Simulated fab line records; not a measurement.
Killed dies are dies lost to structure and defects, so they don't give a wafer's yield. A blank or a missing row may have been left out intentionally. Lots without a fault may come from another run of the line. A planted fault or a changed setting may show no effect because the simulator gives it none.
Which tool is to blame? + flow nand_harc + 18 wafers from 6 lots sampled at 5 of the route's 1159 steps

## WHAT THE GAUGES READ, wafer by wafer
NHARC_END_SORT_01.
| lot  | measured     | on        | killed_at_array |
|------|--------------|-----------|-----------------|
| L690 | day 24 05:40 | prober-02 | 641 611 36      |

## WHAT TOOL EACH LOT RAN ON (gives the tool, then ch and the chambers of the sampled wafers, and finally the start)
| lot  | NHARC_A_STAIRCASE_ETCH_13          | NHARC_A_STAIRCASE_ETCH_15                   | NHARC_A_STAIRCASE_ETCH_17                     | NHARC_A_STAIRCASE_ETCH_19                     |
|------|------------------------------------|---------------------------------------------|-----------------------------------------------|-----------------------------------------------|
| L678 | rie_diel-13 ch 0,2,3, day 11 11:38 | rie_diel-13 ch 1,2,3, no start              | rie_diel-13 ch 0,1,3, no start                | rie_diel-13 ch 0,1,3, no start                |
| L679 | rie_diel-09 ch 0,1,3, day 11 12:10 | rie_diel-09 ch 0,1,2, no start              | rie_diel-09 ch 0,1,3, no start                | rie_diel-09 ch 0,1,3, no start                |
| L681 | rie_diel-13 ch 1,2, day 11 19:22   | rie_diel-13 ch 1,2, no start                | rie_diel-13 ch 2,3, no start                  | rie_diel-13 ch 0,1,2, no start                |
| L682 | rie_diel-11 ch 0,2,3, day 13 00:53 | rie_diel-11 ch 1,2,3, no start              | rie_diel-11 ch 0,1,2, no start                | rie_diel-11 ch 0,1,2, no start                |
| L690 | rie_diel-09 ch 0,1, day 13 21:14   | rie_diel-09 ch 0,1, day 24 05:40 or earlier | rie_diel-09 ch 0,1,3, day 24 05:40 or earlier | rie_diel-09 ch 1,2,3, day 24 05:40 or earlier |
| L696 | rie_diel-11 ch 0,1,2, day 15 13:53 | rie_diel-11 ch 1,2, no start                | rie_diel-11 ch 0,1,2, no start                | rie_diel-11 ch 0,1,3, no start                |
- NHARC_A_STAIRCASE_ETCH_13: etches the open film in C4F8/O2, target depth 100 nm, time 40.5 s.
- NHARC_A_STAIRCASE_ETCH_15: etches the open film in C4F8/O2, target depth 100 nm, time 40.5 s.
- NHARC_A_STAIRCASE_ETCH_17: etches the open film in C4F8/O2, target depth 100 nm, time 40.5 s.
- NHARC_A_STAIRCASE_ETCH_19: etches the open film in C4F8/O2, target depth 100 nm, time 40.5 s.

## THE ANSWER, worked out from the rows above alone
Rule: what is usual is taken from the lots themselves. Put in order of their means at a reading, lots are off if they are a third of the lots or fewer, leave a main group of 4 or more, and stand apart from it by a gap of 3 or more times the standard deviation of the main group's means; of several such gaps the widest counts. A main group whose means are all the same, to the digits that the tables above print for the reading, isn't used. Also off: a lot with no number at a reading for which 4 or more lots have one. All remaining lots with rows at the step are treated as sound.
None of the lots is off at any reading shown; this tells nothing.

## WHAT WAS PUT IN BY THE SIMULATOR
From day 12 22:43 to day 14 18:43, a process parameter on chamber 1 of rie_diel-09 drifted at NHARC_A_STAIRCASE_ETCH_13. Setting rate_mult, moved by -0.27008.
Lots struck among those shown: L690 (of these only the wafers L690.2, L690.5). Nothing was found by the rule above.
